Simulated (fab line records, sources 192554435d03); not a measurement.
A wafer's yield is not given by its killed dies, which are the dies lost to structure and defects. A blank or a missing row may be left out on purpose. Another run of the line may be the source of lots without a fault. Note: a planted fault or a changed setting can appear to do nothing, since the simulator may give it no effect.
Problem report, 8D (eight disciplines) form, completed by code | flow n5-finfet | the parts of the form that need people (team, actions taken, sign-off) are left out

## 1. THE PROBLEM
oes-product-au at N5_BEOL_M0_SAQP_MANDREL_ETCH_103 reads a mean of 0.544 a.u. on 6 wafers of 2 lots; wafers without a fault read 0.680 a.u. with a standard deviation of 0.011. That puts it -12 standard deviations away from the usual mean.
The step: etches a-Si in HBr/Cl2, stops on SiCN, target depth 45 nm, bt time 10 s, time 27 s.
First seen on wafer L258.1, day 7 20:02, on rie-si-01. At this step, 12 wafers from 4 lots have a number in the record. By rule, "out" or "out of limits" means more than 4 standard deviations away from the usual mean. The rest of the wafers with a number are treated as sound.

## 2. WHAT THIS IS AND IS NOT
question                    | is                     | is not
which readings at this step | oes-product-au         | drypump-motor-current-A, throttle-valve-pct
which lots                  | L258, L261             | L253, L263
which wafers of those lots  | all that have a number | -
read on which tools         | rie-si-01              | rie-si-06
when                        | from day 7 20:02       | up to then (3 sound wafers); but 3 sound wafers of L263 came after

## 3. SUSPECTS, AND WHAT RULES EACH OUT
Counting: a tool at any process step up to the reading remains a suspect when it ran all the lots that are out and ran no sound lot after the first of those.
- rie-si-01 at N5_BEOL_M0_SAQP_MANDREL_ETCH_103 (etches a-Si in HBr/Cl2, stops on SiCN, target depth 45 nm, bt time 10 s, time 27 s): kept. All lots that are out passed through it, beginning with L258 at day 7 20:02, and no sound lot followed; its final sound lot before that point was L253 at day 6 12:25. Out on those wafers are its own readings of oes-product-au.
Remaining after the count: rie-si-01 at N5_BEOL_M0_SAQP_MANDREL_ETCH_103.

## 4. THE CAUSE (what the simulator had put in)
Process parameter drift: rie-si-01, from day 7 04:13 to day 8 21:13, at N5_BEOL_M0_SAQP_MANDREL_ETCH_103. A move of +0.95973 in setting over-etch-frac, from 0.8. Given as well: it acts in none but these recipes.
The count eliminated every tool but this one.

## 5. THE EFFECT CHAIN, in route order
Each row: a reading where the mean over the struck wafers with a number is more than 3 standard deviations away from the usual. Scope: only readings with a usual standard deviation given in the record; hours: median across lots of the time from each lot's start at the first step in this table that gives one to its start at this step; sigmas: change in usual standard deviations.
hours | step                             | reading        | usual      | on struck wafers | change | sigmas
0     | N5_BEOL_M0_SAQP_MANDREL_ETCH_103 | oes-product-au | 0.680 a.u. | 0.544            | -0.136 | -12
It contains these process steps:
- N5_BEOL_M0_SAQP_MANDREL_ETCH_103: etches a-Si in HBr/Cl2, stops on SiCN, target depth 45 nm, bt time 10 s, time 27 s.
Later measuring or inspecting steps at which every struck wafer that the step has a row for has a number for every such reading, and none has moved that far: N5_BEOL_M4_RC_MEAS_101.

## 6. HOW IT WOULD HAVE BEEN CAUGHT EARLIER
16 hours passed between the start of the fault at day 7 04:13 and the first reading out of limits in this record, taken at day 7 20:02.
